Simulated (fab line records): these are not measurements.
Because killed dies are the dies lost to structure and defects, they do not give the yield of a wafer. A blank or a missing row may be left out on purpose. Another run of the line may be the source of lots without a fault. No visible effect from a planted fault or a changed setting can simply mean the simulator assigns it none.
The tool behind it: which one? + flow nand-harc + Sampling: 24 lots, 72 wafers, 3 of 1302 route steps

## WHAT EACH GAUGE READ, for each wafer
NHARC_A_BLC_OVL_MEAS_11. Usual: overlay-x-nm 0.2 nm, standard deviation 0.73; overlay-y-nm -0.1 nm, standard deviation 0.68.
| lot  | measured     | on         | overlay-x-nm (nm) | overlay-y-nm (nm) | flag |
|------|--------------|------------|-------------------|-------------------|------|
| L075 | day 22 21:16 | overlay-01 | 0.3 -0.4 0.2      | -0.3 -1.3 -1.2    |      |
| L074 | day 23 00:25 | overlay-01 | 0.1 0.0 0.1       | -0.1 0.2 -0.3     |      |
| L076 | day 23 23:47 | overlay-02 | 0.0 -0.2 0.1      | 0.0 0.5 0.4       |      |
| L077 | day 24 01:01 | overlay-02 | -0.4 -0.1 0.2     | 1.2 1.1 1.3       |      |
| L078 | day 24 06:16 | overlay-02 | -0.2 -0.4 -0.2    | -0.7 -0.1 -0.6    |      |
| L080 | day 24 10:36 | overlay-02 | 0.4 -0.3 0.2      | -0.2 -0.5 -0.4    |      |
| L079 | day 25 19:58 | overlay-02 | -1.5 -1.3 -1.3    | -1.0 -0.4 -0.7    |      |
| L084 | day 26 03:33 | overlay-02 | 0.3 0.3 -0.1      | -0.7 -0.7 -1.3    |      |
| L081 | day 26 11:17 | overlay-02 | -0.2 -0.1 0.2     | -0.7 -1.0 -0.8    |      |
| L082 | day 26 13:20 | overlay-02 | -0.3 -0.4 -0.4    | 0.1 0.4 0.0       |      |
| L083 | day 26 17:53 | overlay-02 | 0.7 1.3 1.5       | 0.6 -0.1 0.5      |      |
| L086 | day 27 10:20 | overlay-02 | 0.2 0.1 0.0       | 0.5 0.9 0.9       |      |
| L085 | day 27 15:24 | overlay-02 | -0.2 -0.3 -0.3    | 1.6 1.1 1.3       |      |
| L088 | day 28 05:03 | overlay-01 | 0.6 0.0 0.5       | 0.9 0.8 0.5       |      |
| L087 | day 28 07:13 | overlay-01 | 0.7 0.5 0.5       | 0.2 0.1 0.1       |      |
| L089 | day 29 01:11 | overlay-02 | 0.2 0.5 0.0       | -0.9 -0.2 -0.4    |      |
| L091 | day 29 09:21 | overlay-01 | 1.5 1.2 1.6       | -1.2 -1.0 -1.0    |      |
| L092 | day 29 11:10 | overlay-01 | 0.2 -0.3 -0.4     | -0.2 -0.8 -0.2    |      |
| L090 | day 29 12:51 | overlay-01 | 0.4 0.6 0.6       | 0.0 0.0 0.1       |      |
| L093 | day 30 03:08 | overlay-02 | 0.0 0.1 0.4       | 0.8 0.6 0.6       |      |
| L094 | day 31 08:41 | overlay-02 | 0.9 0.9 0.9       | -0.1 -0.1 -0.1    |      |
| L096 | day 31 14:49 | overlay-01 | -0.6 -0.2 -1.3    | -0.7 -0.2 -0.2    |      |
| L095 | day 31 23:41 | overlay-02 | 1.9 1.4 1.5       | -0.1 0.2 0.5      |      |
| L097 | day 32 17:50 | overlay-02 | 1.3 0.7 1.4       | -1.1 -1.2 -0.7    |      |

## WHICH TOOL RAN EACH LOT (tool, then ch and the chambers of the sampled wafers, then the start)
| lot  | NHARC_A_CONTACT_ETCH_98                       | NHARC_A_CONTACT_ALD_18              |
|------|-----------------------------------------------|-------------------------------------|
| L075 | rie-diel-04 ch 0,1,3, day 22 18:24 or earlier | ald-metal-03 ch 2,3, day 22 18:24   |
| L074 | rie-diel-04 ch 0,1,3, day 22 22:19 or earlier | ald-metal-03 ch 1,2,3, day 22 22:19 |
| L076 | rie-diel-04 ch 0,1,3, day 23 21:50 or earlier | ald-metal-02 ch 0,1,2, day 23 21:50 |
| L077 | rie-diel-02 ch 1,2, day 23 22:55 or earlier   | ald-metal-03 ch 0,3, day 23 22:55   |
| L078 | rie-diel-02 ch 0,3, day 24 04:21 or earlier   | ald-metal-04 ch 0,2,3, day 24 04:21 |
| L080 | rie-diel-04 ch 0,1,3, day 24 08:34 or earlier | ald-metal-03 ch 1,2,3, day 24 08:34 |
| L079 | rie-diel-04 ch 0,2,3, day 25 17:51 or earlier | ald-metal-02 ch 2,3, day 25 17:51   |
| L084 | rie-diel-02 ch 0,1,3, day 26 01:28 or earlier | ald-metal-03 ch 0,1, day 26 01:28   |
| L081 | rie-diel-04 ch 2,3, day 26 08:08              | ald-metal-02 ch 0,2,3, day 26 09:13 |
| L082 | rie-diel-05 ch 0,1,2, day 26 11:17 or earlier | ald-metal-04 ch 0,2,3, day 26 11:17 |
| L083 | rie-diel-05 ch 0,2,3, day 26 15:50 or earlier | ald-metal-03 ch 0,1,2, day 26 15:50 |
| L086 | rie-diel-04 ch 0,2, day 27 08:14 or earlier   | ald-metal-04 ch 0,2,3, day 27 08:14 |
| L085 | rie-diel-02 ch 0,1,3, day 27 13:16 or earlier | ald-metal-03 ch 0,1,3, day 27 13:16 |
| L088 | rie-diel-05 ch 0,1,2, day 28 02:59 or earlier | ald-metal-02 ch 0,1,2, day 28 02:59 |
| L087 | rie-diel-02 ch 1,2,3, day 28 05:06 or earlier | ald-metal-03 ch 0,1, day 28 05:06   |
| L089 | rie-diel-04 ch 0,1,3, day 28 23:10 or earlier | ald-metal-02 ch 0,1, day 28 23:10   |
| L091 | rie-diel-04 ch 1,2, day 29 07:23 or earlier   | ald-metal-04 ch 0,3, day 29 07:23   |
| L092 | rie-diel-04 ch 0,1, day 29 09:02 or earlier   | ald-metal-02 ch 0,2,3, day 29 09:02 |
| L090 | rie-diel-04 ch 0,2,3, day 29 10:47 or earlier | ald-metal-03 ch 0,2,3, day 29 10:47 |
| L093 | rie-diel-04 ch 0,2,3, day 30 01:01 or earlier | ald-metal-04 ch 0,1, day 30 01:01   |
| L094 | rie-diel-02 ch 0,1,2, day 31 06:37 or earlier | ald-metal-02 ch 0,1,3, day 31 06:37 |
| L096 | rie-diel-05 ch 0,1,2, day 31 11:38            | ald-metal-02 ch 1,2, day 31 12:43   |
| L095 | rie-diel-02 ch 1,2,3, day 31 21:43 or earlier | ald-metal-03 ch 0,2,3, day 31 21:43 |
| L097 | rie-diel-04 ch 0,2,3, day 32 15:47 or earlier | ald-metal-03 ch 0,1,3, day 32 15:47 |
- NHARC_A_CONTACT_ETCH_98: etches the open film in C4F6/O2, target depth 20 nm, time 10 s.
- NHARC_A_CONTACT_ALD_18: deposits TiN, target thk 3 nm, pulse time 1 s, ald cycles 150.

## AS READ BY THE TOOLS THEMSELVES (means over the sampled wafers that have a number; for cases with no such wafer, the mark the record gives instead)
NHARC_A_CONTACT_ETCH_98. Usual: bias-w 500.1 W, standard deviation 1.5; drypump-motor-current-A 5.78 A, standard deviation 0.28; oes-product-au 0.958 a.u., standard deviation 0.022; rf-vpp-V 548 V, standard deviation 3.8; showerhead-plenum-p-Torr 3.98 Torr, standard deviation 0.19; throttle-valve-pct 26.904 %, standard deviation 0.0093.
| lot  | tool        | bias-w (W) | drypump-motor-current-A (A) | oes-product-au (a.u.) | rf-vpp-V (V) | showerhead-plenum-p-Torr (Torr) | throttle-valve-pct (%) | flag |
|------|-------------|------------|-----------------------------|-----------------------|--------------|---------------------------------|------------------------|------|
| L075 | rie-diel-04 | 500.3      | 5.75                        | 0.941                 | 549          | 4.03                            | 26.902                 |      |
| L074 | rie-diel-04 | 498.1      | 5.76                        | 0.940                 | 548          | 4.03                            | 26.898                 |      |
| L076 | rie-diel-04 | 498.7      | 5.77                        | 0.947                 | 549          | 4.02                            | 26.901                 |      |
| L077 | rie-diel-02 | 500.1      | 5.40                        | 0.951                 | 541          | 3.70                            | 26.914                 |      |
| L078 | rie-diel-02 | 500.9      | 6.05                        | 0.949                 | 549          | 4.00                            | 26.897                 |      |
| L080 | rie-diel-04 | 499.7      | 5.76                        | 0.966                 | 548          | 4.02                            | 26.907                 |      |
| L079 | rie-diel-04 | 498.9      | 5.80                        | 0.946                 | 549          | 4.03                            | 26.903                 |      |
| L084 | rie-diel-02 | 500.1      | 6.04                        | 0.967                 | 546          | 3.87                            | 26.904                 |      |
| L081 | rie-diel-04 | 501.2      | 5.83                        | 0.945                 | 548          | 3.95                            | 26.902                 |      |
| L082 | rie-diel-05 | 499.9      | 5.99                        | 1.004                 | 545          | 3.83                            | 26.905                 |      |
| L083 | rie-diel-05 | 499.1      | 5.94                        | 1.000                 | 547          | 3.93                            | 26.898                 |      |
| L086 | rie-diel-04 | 500.1      | 5.70                        | 0.946                 | 552          | 4.12                            | 26.904                 |      |
| L085 | rie-diel-02 | 499.9      | 6.02                        | 0.971                 | 545          | 3.87                            | 26.907                 |      |
| L088 | rie-diel-05 | 500.3      | 5.97                        | 0.930                 | 545          | 3.83                            | 26.894                 |      |
| L087 | rie-diel-02 | 499.5      | 5.66                        | 0.953                 | 549          | 4.04                            | 26.896                 |      |
| L089 | rie-diel-04 | 500.8      | 5.76                        | 0.951                 | 548          | 4.02                            | 26.901                 |      |
| L091 | rie-diel-04 | 501.0      | 5.56                        | 1.009                 | 551          | 4.11                            | 26.900                 |      |
| L092 | rie-diel-04 | 500.2      | 5.61                        | 0.941                 | 549          | 4.10                            | 26.902                 |      |
| L090 | rie-diel-04 | 500.4      | 5.80                        | 0.945                 | 548          | 4.02                            | 26.908                 |      |
| L093 | rie-diel-04 | 498.9      | 5.79                        | 0.949                 | 549          | 4.02                            | 26.899                 |      |
| L094 | rie-diel-02 | 499.1      | 5.77                        | 0.976                 | 546          | 3.87                            | 26.902                 |      |
| L096 | rie-diel-05 | 499.0      | 5.99                        | 0.968                 | 544          | 3.81                            | 26.912                 |      |
| L095 | rie-diel-02 | 499.4      | 5.65                        | 0.954                 | 548          | 4.02                            | 26.900                 |      |
| L097 | rie-diel-04 | 501.2      | 5.78                        | 0.941                 | 549          | 4.01                            | 26.902                 |      |

NHARC_A_CONTACT_ALD_18. Usual: heater-power-outer-w 683 W, standard deviation 53; heater-power-w 1065 W, standard deviation 81; precursor-pulse-height-rel 0.999, standard deviation 0.017.
| lot  | tool         | heater-power-outer-w (W) | heater-power-w (W) | precursor-pulse-height-rel | flag |
|------|--------------|--------------------------|--------------------|----------------------------|------|
| L075 | ald-metal-03 | 693                      | 1036               | 1.008                      |      |
| L074 | ald-metal-03 | 722                      | 1084               | 0.986                      |      |
| L076 | ald-metal-02 | 692                      | 1098               | 0.976                      |      |
| L077 | ald-metal-03 | 687                      | 1051               | 0.986                      |      |
| L078 | ald-metal-04 | 641                      | 985                | 1.005                      |      |
| L080 | ald-metal-03 | 715                      | 1097               | 1.007                      |      |
| L079 | ald-metal-02 | 657                      | 1131               | 0.985                      |      |
| L084 | ald-metal-03 | 725                      | 1079               | 1.021                      |      |
| L081 | ald-metal-02 | 657                      | 1055               | 0.989                      |      |
| L082 | ald-metal-04 | 639                      | 993                | 1.014                      |      |
| L083 | ald-metal-03 | 721                      | 1077               | 0.993                      |      |
| L086 | ald-metal-04 | 641                      | 1002               | 0.980                      |      |
| L085 | ald-metal-03 | 691                      | 1057               | 0.993                      |      |
| L088 | ald-metal-02 | 709                      | 1114               | 0.992                      |      |
| L087 | ald-metal-03 | 740                      | 1102               | 0.995                      |      |
| L089 | ald-metal-02 | 727                      | 1137               | 0.993                      |      |
| L091 | ald-metal-04 | 630                      | 957                | 0.990                      |      |
| L092 | ald-metal-02 | 660                      | 1071               | 1.013                      |      |
| L090 | ald-metal-03 | 682                      | 1024               | 1.009                      |      |
| L093 | ald-metal-04 | 626                      | 992                | 0.991                      |      |
| L094 | ald-metal-02 | 701                      | 1093               | 0.998                      |      |
| L096 | ald-metal-02 | 746                      | 1209               | 0.996                      |      |
| L095 | ald-metal-03 | 678                      | 1047               | 1.005                      |      |
| L097 | ald-metal-03 | 756                      | 1131               | 1.010                      |      |

## THE ANSWER, worked out from the rows above alone
Rule: take the mean of a lot's wafers that have a number; if it is more than 3 standard deviations from the usual mean, the lot is off. Also off: a lot with no number at a reading for which 4 or more lots have one. Where the step has rows for the other lots, those lots are counted as sound. Order of review: gauges by route order, followed by the tools' own readings, for which a lot's mean as printed above is used. At the first step where some lot is off, the reading lying furthest off is the one used; lots without a number count as furthest.
Nothing can be told from this: no lot is off at any reading shown.

## WHAT THE SIMULATOR PUT IN
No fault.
